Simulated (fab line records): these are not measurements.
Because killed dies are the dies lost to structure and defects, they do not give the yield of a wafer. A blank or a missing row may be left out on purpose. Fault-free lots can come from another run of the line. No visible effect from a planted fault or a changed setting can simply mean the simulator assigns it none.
fab line records    flow n5Finfet
record lots=7  wafers=21
route steps=1938 shown MOL_CONTACT_COAG@566 BEOL_M0_SAQP@636 BEOL_M0@715 BEOL_M1@800 BEOL_M2@845
startH: hours from the record's first day to the start of the lot's first wafer shown    waitH: how many hours have passed since the lot's step before this one    " repeats the value in the row above    L1.1+2: several wafers, shown together as one row    - no value present, or no start provided    * or withheld: withheld    < > ~ a bound
route shown NAME@n: names a module that has steps shown in the file, with the first one's number in the route    usual: mean/standard deviation taken from wafers without a fault    same: alike in all rows    chamber/n: place in a boat    sites: readings site by site    _std_site: standard deviation across them    _edge_site: the outer-site mean with the inner-site mean subtracted    radiusMm: how far each site lies from the wafer's centre    mask NAME#n: copy n    behind: the tool/chamber that last shaped the wafer    hold: cause of the lot's hold/its duration in hours/its outcome    device: names the non-switching transistor (n, p or np)    end of line: at the end of the route, the tests of the same wafers    step lacking rows: just its recipe    killed: dies that structure and defects cost at the first sort, which is not the same as the wafer's yield    map: the dies of a wafer, with x for killed, . for not killed, _ for no die there
set.NAME: the setting as run; set.NAME@STEP: as run at that earlier step    model.NAME: the simulator's own value behind a step, which no gauge read
one table per step and one row per wafer, for lots whose settings were changed on purpose
## steps
# step N5_MOL_CONTACT_COAG_COAT_77
# recipe resist=underlayer  tempC=205  timeS=60  spinRpm=1500  resistThkNm=10
lot.wafer   tool           chamber  startH  waitH  set.spinRpm  model.underlayer_of_MOL_CONTACT_COAG_COAT_77.thkNm
L075.1+2    lithoTrack-02  0        -       -      1647         9.6
L075.6      "              0        "       "      1500         10
L077.2+5    lithoTrack-02  0        -       -      1500         10
L077.6      "              0        "       "      1404         10.4
L081.1+6    lithoTrack-02  0        -       -      1500         10
L081.3      "              0        "       "      1652         9.6
L083.3+4+5  lithoTrack-01  0        -       -      1453         10.2
L084.1      lithoTrack-03  0        -       -      1500         10
L084.5+6    "              0        "       "      1631         9.6
L095.1+2+3  lithoTrack-02  0        -       -      1500         10
L096.1      lithoTrack-02  0        -       -      1410         10.2
L096.4      "              0        "       "      1500         10
L096.6      "              0        "       "      1410         10.4
# step N5_MOL_CONTACT_COAG_COAT_78
# recipe resist=CAR-EUV  spinRpm=1500  resistThkNm=40
# step N5_MOL_CONTACT_COAG_EBR_80
# recipe solvent=PGMEA  ebrWidthMm=1.5
# step N5_MOL_CONTACT_COAG_DESCUM_88
# recipe chemistry=O2  timeS=7  sourcePowerW=50  biasPowerW=20  pressureMtorr=20  rfFrequencyHz=2.712e+07  tempC=40  resist=CAR-EUV  o2FlowSccm=225
# step N5_MOL_CONTACT_COAG_ETCH_89
# recipe chemistry=N2/H2  target=underlayer  targetDepthA=130  maskMaterial=CAR-EUV  timeS=10.4  ionEnergyEv=200  pressureMtorr=30  sourceW=840  biasW=150  n2FlowSccm=200  h2FlowSccm=200  ends=cleared
lot.wafer  tool        chamber  startH  waitH  set.spinRpm@MOL_CONTACT_COAG_COAT_77  model.etch.depthNm
L075.1     rieDiel-01  3        107.68  0.0    1647                                  9.515
L075.2     "           2        "       "      1647                                  9.536
L075.6     "           1        "       "      1500                                  9.979
L077.2     rieDiel-01  0        116.89  0.0    1500                                  10.03
L077.5     "           0        "       "      1500                                  10.02
L077.6     "           1        "       "      1404                                  10.34
L081.1     rieDiel-01  2        144.18  0.0    1500                                  9.996
L081.3     "           0        "       "      1652                                  9.564
L081.6     "           2        "       "      1500                                  10.02
L083.3+5   rieDiel-02  2,3      157.60  0.0    1453                                  10.16
L083.4     "           1        "       "      1453                                  10.18
L084.1     rieDiel-02  0        166.35  0.0    1500                                  9.942
L084.5     "           2        "       "      1631                                  9.502
L084.6     "           1        "       "      1631                                  9.559
L095.1     rieDiel-05  3        226.07  0.0    1500                                  9.976
L095.2     "           2        "       "      1500                                  10.02
L095.3     "           0        "       "      1500                                  10.04
L096.1     rieDiel-02  2        233.02  0.0    1410                                  10.3
L096.4     "           2        "       "      1500                                  10.02
L096.6     "           3        "       "      1410                                  10.32
# step N5_MOL_CONTACT_COAG_ETCH_90
# recipe chemistry=CF4  target=SiARC  targetDepthA=130  maskMaterial=CAR-EUV  timeS=21.7  ionEnergyEv=80  pressureMtorr=40  sourceW=545  biasW=36  Ar_flow_sccm=100  cf4FlowSccm=100  ends=cleared
lot.wafer  tool        chamber  startH  waitH  set.spinRpm@MOL_CONTACT_COAG_COAT_76  model.etch.depthNm
L075.1     rieDiel-01  3        107.70  0.0    1500                                  9.99
L075.2     "           2        "       "      1651                                  9.562
L075.6     "           1        "       "      1500                                  10.03
L077.2     rieDiel-01  0        116.91  0.0    1500                                  10.04
L077.5     "           0        "       "      1500                                  10
L077.6     "           1        "       "      1500                                  9.984
L081.1     rieDiel-01  2        144.20  0.0    1550                                  9.819
L081.3     "           0        "       "      1550                                  9.827
L081.6     "           2        "       "      1500                                  9.998
L083.3+5   rieDiel-02  2,3      157.62  0.0    1441                                  10.23
L083.4     "           1        "       "      1500                                  10.04
L084.1     rieDiel-02  0        166.37  0.0    1598                                  9.675
L084.5     "           2        "       "      1500                                  9.965
L084.6     "           1        "       "      1598                                  9.659
L095.1     rieDiel-05  3        226.09  0.0    1500                                  9.99
L095.2     "           2        "       "      1500                                  10.02
L095.3     "           0        "       "      1500                                  9.982
L096.1     rieDiel-02  2        233.04  0.0    1500                                  9.991
L096.4+6   "           2,3      "       "      1500                                  10.01
# step N5_MOL_CONTACT_COAG_CVD_140
# recipe material=W  targetThkA=665  mode=selectiveFill  tempC=300  timeS=215
lot.wafer  tool     chamber  startH  waitH  set.targetThkA  model.W_of_MOL_CONTACT_COAG_CVD_140.thkNm
L075.1     cvdW-02  0        109.87  0.1    665             68.6
L075.2     "        1        "       "      665             66.8
L075.6     "        1        "       "      665             66.2
L077.2     cvdW-02  0        120.16  0.1    751.5           76.4
L077.5     "        0        "       "      665             67.8
L077.6     "        1        "       "      751.5           75.4
L081.1     cvdW-01  0        146.72  0.1    578             57.2
L081.3     "        1        "       "      578             57.8
L081.6     "        1        "       "      665             66.4
L083.3     cvdW-02  0        160.12  0.1    642.5           65.8
L083.4     "        1        "       "      642.5           64.2
L083.5     "        0        "       "      665             68.2
L084.1     cvdW-02  0        168.82  0.1    665             67.6
L084.5     "        0        "       "      665             67.2
L084.6     "        1        "       "      665             66.2
L095.1     cvdW-01  0        228.24  0.1    665             64.8
L095.2     "        1        "       "      665             66
L095.3     "        0        "       "      665             65.6
L096.1     cvdW-01  1        235.39  0.1    665             65
L096.4     "        0        "       "      665             64.6
L096.6     "        1        "       "      752.8           74.2
# step N5_BEOL_M0_SAQP_PECVD_96
# recipe material=a-Si  targetThkA=450  tempC=350  precursor=SiH4/He  pressureTorr=3  rfW=100  timeS=45.2
lot.wafer  tool      chamber  startH  waitH  set.timeS  model.a-Si_of_BEOL_M0_SAQP_PECVD_96.thkNm
L075.1     pecvd-03  2        116.61  0.1    45.2       44.6
L075.2     "         2        "       "      38.82      38.8
L075.6     "         2        "       "      38.82      38.6
L077.2     pecvd-03  2        127.10  0.1    45.2       44.8
L077.5     "         2        "       "      45.2       44.4
L077.6     "         2        "       "      45.2       44.2
L081.1     pecvd-03  0        152.80  0.0    45.2       45.6
L081.3     "         1        "       "      45.2       44
L081.6     "         1        "       "      45.2       45.2
L083.3     pecvd-04  0        168.02  0.0    51.81      51.6
L083.4     "         2        "       "      45.2       44.6
L083.5     "         0        "       "      45.2       46
L084.1     pecvd-02  1        173.37  0.0    45.2       44.2
L084.5     "         1        "       "      45.2       45.2
L084.6     "         0        "       "      45.2       44.4
L095.1     pecvd-04  2        233.33  0.0    45.2       44.6
L095.2     "         1        "       "      45.2       44.8
L095.3     "         0        "       "      45.2       45.8
L096.1     pecvd-04  0        240.63  0.0    40.6       41
L096.4     "         2        "       "      45.2       45
L096.6     "         1        "       "      45.2       45.8
# step N5_BEOL_M0_SAQP_EXPOSE_11
# recipe maskId=M0_CORE  na=1.35  sourceShape=dipole  sigmaInner=0.538  sigmaOuter=0.738  polarization=te  targetCdNm=42  doseMj=55
lot.wafer   tool            chamber  startH  waitH  mask       set.doseMj
L075.1      arfiScanner-03  0        117.45  -      M0_CORE#0  55
L075.2+6    "               0        "       "      M0_CORE#0  58.51
L077.2      arfiScanner-02  0        127.91  -      M0_CORE#0  56.51
L077.5+6    "               0        "       "      M0_CORE#0  55
L081.1+3+6  arfiScanner-01  0        153.33  -      M0_CORE#0  55
L083.3+5    arfiScanner-02  0        168.57  -      M0_CORE#0  52.84
L083.4      "               0        "       "      M0_CORE#0  55
L084.1+5+6  arfiScanner-03  0        173.91  -      M0_CORE#0  55
L095.1+2+3  arfiScanner-01  0        233.87  -      M0_CORE#0  55
L096.1      arfiScanner-01  0        241.06  -      M0_CORE#0  55
L096.4+6    "               0        "       "      M0_CORE#0  56.6
# step N5_BEOL_M0_SAQP_PEB_12
# recipe pebTempC=withheld  pebTimeS=60  resist=CAR-ArF
# step N5_BEOL_M0_SAQP_DEVELOP_13
# recipe developTimeS=30  developer=TMAH  resist=CAR-ArF  devTempC=23  rinseLiquid=diw  dry=airSpin
# step N5_BEOL_M0_SAQP_CD_MEAS_14
# recipe targetCdNm=42.5  landingEnergyEv=500  detector=seInlens
# usual cdNm=42.3/0.41
lot.wafer  tool      chamber  startH  waitH  set.doseMj@BEOL_M0_SAQP_EXPOSE_11  cdNm
L075.1     cdSem-03  0        117.57  -      55                                 42.8
L075.2     "         0        "       "      58.51                              40.4
L075.6     "         0        "       "      58.51                              40.5
L077.2     cdSem-02  0        128.04  -      56.51                              42.0
L077.5     "         0        "       "      55                                 43.0
L077.6     "         0        "       "      55                                 42.2
L081.1     cdSem-03  0        153.47  -      55                                 42.4
L081.3     "         0        "       "      55                                 41.8
L081.6     "         0        "       "      55                                 43.3
L083.3     cdSem-03  0        168.69  -      52.84                              43.0
L083.4     "         0        "       "      55                                 42.3
L083.5     "         0        "       "      52.84                              43.7
L084.1     cdSem-03  0        174.03  -      55                                 42.6
L084.5     "         0        "       "      55                                 42.4
L084.6     "         0        "       "      55                                 42.5
L095.1     cdSem-02  0        234.00  -      55                                 42.1
L095.2     "         0        "       "      55                                 42.5
L095.3     "         0        "       "      55                                 42.1
L096.1     cdSem-02  0        241.19  -      55                                 42.6
L096.4     "         0        "       "      56.6                               41.3
L096.6     "         0        "       "      56.6                               41.1
# step N5_BEOL_M0_SAQP_MANDREL_ETCH_20
# recipe targetDepthA=600  chemistry=HBr/Cl2  target=a-Si  stopOn=SiNx  btTimeS=10  maskMaterial=SOC  overEtchFrac=0.5  timeS=30  pressureMtorr=10  icpW=800  biasW=75  HBr_flow_sccm=150  Cl2_flow_sccm=80  ends=endPoint
lot.wafer   tool      chamber  startH  waitH  set.biasW
L075.1+2    rieSi-02  2,3      118.27  0.0    75
L075.6      "         1        "       "      84.13
L077.2+5+6  rieSi-02  3,3,1    128.54  0.0    75
L081.1+6    rieSi-03  0,1      154.04  0.0    68.39
L081.3      "         2        "       "      75
L083.3+5    rieSi-04  0        169.05  0.0    80.12
L083.4      "         2        "       "      75
L084.1+5+6  rieSi-03  1,1,0    174.40  0.0    80.22
L095.1+2+3  rieSi-02  2,3,1    234.36  0.0    75
L096.1+4+6  rieSi-03  2,3,0    241.99  0.0    75
# step N5_BEOL_M0_SAQP_STRIP_86
# recipe chemistry=N2/H2  powerW=500  tempC=40  pressureMtorr=50  rfFrequencyHz=6e+07  overashFraction=0.3  biasPowerW=28  h2Frac=0.5  n2FlowSccm=300  h2FlowSccm=300
# step N5_BEOL_M0_SAQP_STRIP_115
# recipe chemistry=postEtchResidueRemover  timeS=60  tempC=25  removerPh=withheld  removerWaterWtPct=withheld  removerFluorideWtPct=withheld
# step N5_BEOL_M0_SAQP_ETCH_101
# recipe chemistry=CH3F/O2  target=SiNx  maskMaterial=SiO2  targetDepthA=299  timeS=42.7  pressureMtorr=30  sourceW=395  biasW=73  Ar_flow_sccm=150  CH3F_flow_sccm=30  O2_flow_sccm=20  ionEnergyEv=120
# step N5_BEOL_M0_SAQP_ETCH_102
# recipe chemistry=CF4  target=SiO2  targetDepthA=40  ionEnergyEv=350  timeS=4.4  pressureMtorr=10  icpW=800  biasW=400  cf4FlowSccm=80
# step N5_BEOL_M0_SAQP_MANDREL_ETCH_103
# recipe chemistry=HBr/Cl2  target=a-Si  targetDepthA=450  btTimeS=10  stopOn=SiCN  maskMaterial=SiO2  overEtchFrac=0.8  timeS=27  pressureMtorr=10  icpW=800  biasW=75  HBr_flow_sccm=150  Cl2_flow_sccm=80  ends=endPoint
lot.wafer  tool      chamber  startH  waitH  set.timeS@BEOL_M0_SAQP_PECVD_96  model.etch.depthNm
L075.1     rieSi-02  2        119.79  0.0    45.2                             44.53
L075.2     "         0        "       "      38.82                            38.84
L075.6     "         3        "       "      38.82                            38.65
L077.2     rieSi-03  0        130.04  0.0    45.2                             44.83
L077.5     "         0        "       "      45.2                             44.42
L077.6     "         1        "       "      45.2                             44.18
L081.1     rieSi-03  2        155.50  0.0    45.2                             45.57
L081.3     "         3        "       "      45.2                             43.93
L081.6     "         2        "       "      45.2                             45.2
L083.3     rieSi-04  3        170.76  0.0    51.81                            51.56
L083.4     "         1        "       "      45.2                             44.58
L083.5     "         0        "       "      45.2                             45.91
L084.1     rieSi-04  1        176.31  0.0    45.2                             44.28
L084.5     "         3        "       "      45.2                             45.26
L084.6     "         0        "       "      45.2                             44.4
L095.1     rieSi-04  3        235.83  0.0    45.2                             44.64
L095.2     "         2        "       "      45.2                             44.71
L095.3     "         1        "       "      45.2                             45.81
L096.1     rieSi-03  2        244.08  0.0    40.6                             41.01
L096.4     "         0        "       "      45.2                             44.96
L096.6     "         0        "       "      45.2                             45.78
# step N5_BEOL_M0_SAQP_RECESS_104
# recipe chemistry=HF/NH3  target=SiO2  targetDepthA=180  afsCycles=3  tempC=30  sublimationTempC=180  sublimationTimeS=60
# step N5_BEOL_M0_SAQP_COAT_105
# recipe resist=SOC  tempC=250  timeS=60  spinRpm=1500  resistThkNm=100
# step N5_BEOL_M0_SAQP_STRIP_108
# recipe chemistry=N2/H2  powerW=500  tempC=40  pressureMtorr=50  rfFrequencyHz=6e+07  overashFraction=0.3  biasPowerW=28  h2Frac=0.5  n2FlowSccm=300  h2FlowSccm=300
# step N5_BEOL_M0_SAQP_RECESS_109
# recipe chemistry=HF/NH3  target=SiO2  targetDepthA=30  afsCycles=1  tempC=30  sublimationTempC=180  sublimationTimeS=60
# step N5_BEOL_M0_SAQP_SPACER2_ALD_26
# recipe material=SiO2  targetThkA=150  tempC=300  aldPrecursorFamily=BDEAS  aldCoReactant=O2-plasma  pulseTimeS=1  purgeTimeS=2  coReactantPurgeTimeS=2  pressureTorr=2
lot.wafer  tool       chamber  startH  waitH  set.timeS@BEOL_M0_SAQP_PECVD_96  model.a-Si_of_BEOL_M0_SAQP_PECVD_96.thkNm
L075.1     aldSin-01  0        120.72  0.1    45.2                             43.8
L075.2+6   "          3,1      "       "      38.82                            38
L077.2     aldSin-04  1        130.87  0.1    45.2                             44
L077.5     "          1        "       "      45.2                             43.6
L077.6     "          2        "       "      45.2                             43.4
L081.1     aldSin-02  3        158.26  2.0    45.2                             44.8
L081.3     "          2        "       "      45.2                             43.2
L081.6     "          2        "       "      45.2                             44.4
L083.3     aldSin-01  3        171.88  0.1    51.81                            50.8
L083.4     "          1        "       "      45.2                             43.8
L083.5     "          1        "       "      45.2                             45.2
L084.1+6   aldSin-02  2        177.14  0.1    45.2                             43.6
L084.5     "          1        "       "      45.2                             44.4
L095.1     aldSin-04  2        236.67  0.1    45.2                             43.8
L095.2     "          1        "       "      45.2                             44
L095.3     "          0        "       "      45.2                             45
L096.1     aldSin-04  2        245.04  0.1    40.6                             40.2
L096.4     "          0        "       "      45.2                             44.2
L096.6     "          3        "       "      45.2                             45
# step N5_BEOL_M0_ETCH_138
# recipe chemistry=CH3F/O2  targetDepthA=120  target=SiCN  timeS=31.6  ionEnergyEv=120  pressureMtorr=30  sourceW=395  biasW=75  Ar_flow_sccm=150  CH3F_flow_sccm=30  O2_flow_sccm=20  ends=cleared
# usual rfVppV=297.4/1.5
lot.wafer  tool        chamber  startH  waitH  set.sourceW  rfVppV
L075.1     rieDiel-05  2        123.62  0.0    395          297.1
L075.2     "           1        "       "      395          298.3
L075.6     "           2        "       "      395          297.5
L077.2     rieDiel-05  0        134.03  0.0    395          296.3
L077.5     "           0        "       "      395          296.4
L077.6     "           1        "       "      395          298.6
L081.1     rieDiel-02  2        161.17  0.0    361.4        306.1
L081.3     "           1        "       "      361.4        304.6
L081.6     "           2        "       "      395          297.0
L083.3     rieDiel-01  0        174.83  0.0    395          294.8
L083.4     "           2        "       "      344.7        312.5
L083.5     "           2        "       "      395          298.6
L084.1     rieDiel-05  0        181.88  0.0    395          296.7
L084.5     "           2        "       "      395          298.9
L084.6     "           3        "       "      395          298.9
L095.1     rieDiel-01  2        239.56  0.0    395          299.7
L095.2     "           0        "       "      395          301.0
L095.3     "           1        "       "      395          298.6
L096.1     rieDiel-02  0        248.43  0.0    332.7        315.6
L096.4     "           2        "       "      332.7        315.4
L096.6     "           1        "       "      395          295.2
# step N5_BEOL_M0_ETCH_109
# recipe chemistry=CH3F/O2  targetDepthA=80  overetchA=24  target=SiCN  timeS=27.4  ionEnergyEv=120  pressureMtorr=30  sourceW=395  biasW=75  Ar_flow_sccm=150  CH3F_flow_sccm=30  O2_flow_sccm=20
# usual rfVppV=297.4/1.5
lot.wafer  tool        chamber  startH  waitH  set.biasW  rfVppV
L075.1     rieDiel-01  1        128.44  0.0    75         297.7
L075.2     "           2        "       "      81.59      314.5
L075.6     "           3        "       "      75         296.6
L077.2     rieDiel-01  2        136.80  0.0    75         299.5
L077.5     "           2        "       "      79.24      309.3
L077.6     "           0        "       "      79.24      305.6
L081.1     rieDiel-01  2        162.60  0.0    75         300.5
L081.3     "           3        "       "      61.56      261.7
L081.6     "           0        "       "      75         297.0
L083.3     rieDiel-05  2        175.86  0.1    81.62      313.8
L083.4     "           0        "       "      81.62      311.5
L083.5     "           2        "       "      81.62      312.6
L084.1     rieDiel-01  0        186.14  0.3    75         294.7
L084.5     "           0        "       "      75         295.2
L084.6     "           3        "       "      75         296.4
L095.1     rieDiel-01  1        240.61  0.0    75         298.5
L095.2     "           2        "       "      75         297.6
L095.3     "           3        "       "      75         297.4
L096.1     rieDiel-02  1        249.35  0.0    75         296.1
L096.4     "           1        "       "      75         294.6
L096.6     "           2        "       "      75         298.1
# step N5_BEOL_M1_TRENCH_ETCH_37
# recipe chemistry=C4F6/O2  targetDepthA=552.07  target=SiOC  timeS=29  ionEnergyEv=250  pressureMtorr=30  sourceW=355  biasW=185  Ar_flow_sccm=300  C4F6_flow_sccm=10  O2_flow_sccm=10
lot.wafer  tool        chamber  startH  waitH  set.timeS  model.BEOL_M1.featureDepthNm  model.etch.depthNm
L075.1     rieDiel-03  2        -       -      29         54.2                          54.15
L075.2     "           3        "       "      29         57.8                          57.85
L075.6     "           2        "       "      29         54.4                          54.39
L077.2     rieDiel-03  1        -       -      30.82      57.6                          57.63
L077.5     "           1        "       "      30.82      57.8                          57.81
L077.6     "           0        "       "      30.82      57                            57.06
L081.1     rieDiel-04  0        -       -      26.21      49                            49.02
L081.3     "           3        "       "      26.21      49                            48.91
L081.6     "           3        "       "      29         54.2                          54.22
L083.3     rieDiel-03  2        -       -      29         56.8                          56.86
L083.4     "           3        "       "      26.44      52.6                          52.55
L083.5     "           3        "       "      26.44      52.8                          52.8
L084.1     rieDiel-03  2        -       -      29         57                            56.96
L084.5     "           3        "       "      22.52      44.6                          44.68
L084.6     "           2        "       "      22.52      44                            43.98
L096.1     rieDiel-03  3        -       -      29         57.4                          57.36
L096.4     "           0        "       "      29         53.2                          53.11
L096.6     "           3        "       "      29         57.2                          57.23
L095.1     rieDiel-04  1        -       -      29         53.8                          53.82
L095.2     "           0        "       "      29         53.8                          53.81
L095.3     "           3        "       "      29         53.2                          53.27
# step N5_BEOL_M1_ETCH_41
# recipe chemistry=CH3F/O2  target=SiCN  targetDepthA=319  taperDeg=2  timeS=57.8  ionEnergyEv=120  maskMaterial=TiN  pressureMtorr=30  sourceW=395  biasW=75  Ar_flow_sccm=150  CH3F_flow_sccm=30  O2_flow_sccm=20
# step N5_BEOL_M1_STRIP_97
# recipe chemistry=N2/H2  timeS=10  powerW=450  tempC=40  pressureMtorr=20  rfFrequencyHz=6e+07  biasPowerW=7  n2FlowSccm=200  h2FlowSccm=200
# step N5_BEOL_M1_OCD_MEAS_38
# usual trenchDepthNm=54.9/1.5
lot.wafer  tool    chamber  startH  waitH  set.timeS@BEOL_M1_TRENCH_ETCH_37  trenchDepthNm
L075.1     ocd-02  -        141.13  -      29                                54.1
L075.2     "       -        "       "      29                                57.5
L075.6     "       -        "       "      29                                54.5
L077.2     ocd-01  -        153.42  -      30.82                             58.3
L077.5     "       -        "       "      30.82                             57.8
L077.6     "       -        "       "      30.82                             57.4
L081.1     ocd-02  -        175.70  -      26.21                             49.5
L081.3     "       -        "       "      26.21                             48.8
L081.6     "       -        "       "      29                                54.8
L083.3     ocd-02  -        188.07  -      29                                56.9
L083.4     "       -        "       "      26.44                             53.0
L083.5     "       -        "       "      26.44                             52.8
L084.1     ocd-02  -        203.74  -      29                                56.8
L084.5     "       -        "       "      22.52                             44.6
L084.6     "       -        "       "      22.52                             44.0
L096.1     ocd-01  -        259.36  -      29                                57.2
L096.4     "       -        "       "      29                                52.7
L096.6     "       -        "       "      29                                57.3
L095.1     ocd-02  -        262.20  -      29                                53.9
L095.2     "       -        "       "      29                                53.9
L095.3     "       -        "       "      29                                52.8
# step N5_BEOL_M2_COAT_61
# recipe resist=SOC  tempC=250  timeS=60  spinRpm=1500  resistThkNm=60
lot.wafer   tool           chamber  startH  waitH  set.spinRpm  model.SOC_of_BEOL_M2_COAT_61.thkNm
L075.1+2+6  lithoTrack-05  0        146.51  0.1    1500         59.8
L077.2      lithoTrack-05  0        160.64  0.1    1383         62.2
L077.5      "              0        "       "      1500         59.6
L077.6      "              0        "       "      1383         62
L081.1      lithoTrack-05  0        180.75  0.1    1500         60
L081.3      "              0        "       "      1500         60.2
L081.6      "              0        "       "      1500         59.8
L083.3+5    lithoTrack-05  0        194.64  0.1    1500         60
L083.4      "              0        "       "      1500         59.8
L084.1      lithoTrack-04  0        209.13  0.1    1500         60.2
L084.5      "              0        "       "      1500         60
L084.6      "              0        "       "      1615         58
L096.1      lithoTrack-04  0        265.80  0.1    1500         60.2
L096.4+6    "              0        "       "      1500         60
L095.1+2+3  lithoTrack-03  0        267.58  0.1    1500         60
## key
split step=N5_MOL_CONTACT_COAG_COAT_77  setting=spinRpm  stated=1500  by=wafer
response step=N5_MOL_CONTACT_COAG_COAT_77  reading=model.underlayer_of_MOL_CONTACT_COAG_COAT_77.thkNm  change=-0.045  per=1%  r=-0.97
response step=N5_MOL_CONTACT_COAG_ETCH_89  reading=model.etch.depthNm  change=-0.0465  per=1%  r=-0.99
split step=N5_MOL_CONTACT_COAG_CVD_140  setting=targetThkA  stated=665  by=wafer
response step=N5_MOL_CONTACT_COAG_CVD_140  reading=model.W_of_MOL_CONTACT_COAG_CVD_140.thkNm  change=+0.678  per=1%  r=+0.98
split step=N5_BEOL_M0_SAQP_PECVD_96  setting=timeS  stated=45.2  by=wafer
response step=N5_BEOL_M0_SAQP_PECVD_96  reading=model.a-Si_of_BEOL_M0_SAQP_PECVD_96.thkNm  change=+0.426  per=1%  r=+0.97
response step=N5_BEOL_M0_SAQP_MANDREL_ETCH_103  reading=model.etch.depthNm  change=+0.423  per=1%  r=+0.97
response step=N5_BEOL_M0_SAQP_SPACER2_ALD_26  reading=model.a-Si_of_BEOL_M0_SAQP_PECVD_96.thkNm  change=+0.423  per=1%  r=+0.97
split step=N5_BEOL_M0_SAQP_EXPOSE_11  setting=doseMj  stated=55  by=wafer
response step=N5_BEOL_M0_SAQP_CD_MEAS_14  reading=cdNm  change=-0.349  per=1%  r=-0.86
split step=N5_BEOL_M0_SAQP_MANDREL_ETCH_20  setting=biasW  stated=75  by=wafer
response none clear
split step=N5_BEOL_M0_ETCH_138  setting=sourceW  stated=395  by=wafer
response step=N5_BEOL_M0_ETCH_138  reading=rfVppV  change=-1.23  per=1%  r=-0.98
split step=N5_BEOL_M0_ETCH_109  setting=biasW  stated=75  by=wafer
response step=N5_BEOL_M0_ETCH_109  reading=rfVppV  change=+2  per=1%  r=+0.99
split step=N5_BEOL_M1_TRENCH_ETCH_37  setting=timeS  stated=29  by=wafer
response step=N5_BEOL_M1_TRENCH_ETCH_37  reading=model.BEOL_M1.featureDepthNm  change=+0.552  per=1%  r=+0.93
response step=N5_BEOL_M1_TRENCH_ETCH_37  reading=model.etch.depthNm  change=+0.552  per=1%  r=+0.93
response step=N5_BEOL_M1_OCD_MEAS_38  reading=trenchDepthNm  change=+0.55  per=1%  r=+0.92
split step=N5_BEOL_M2_COAT_61  setting=spinRpm  stated=1500  by=wafer
response step=N5_BEOL_M2_COAT_61  reading=model.SOC_of_BEOL_M2_COAT_61.thkNm  change=-0.298  per=1%  r=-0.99
split outsideThisFile step=N5_MOL_CONTACT_COAG_COAT_76 setting=spinRpm
# split outsideThisFile: this setting was split too, and the file shows its column; the key of that split is in another file
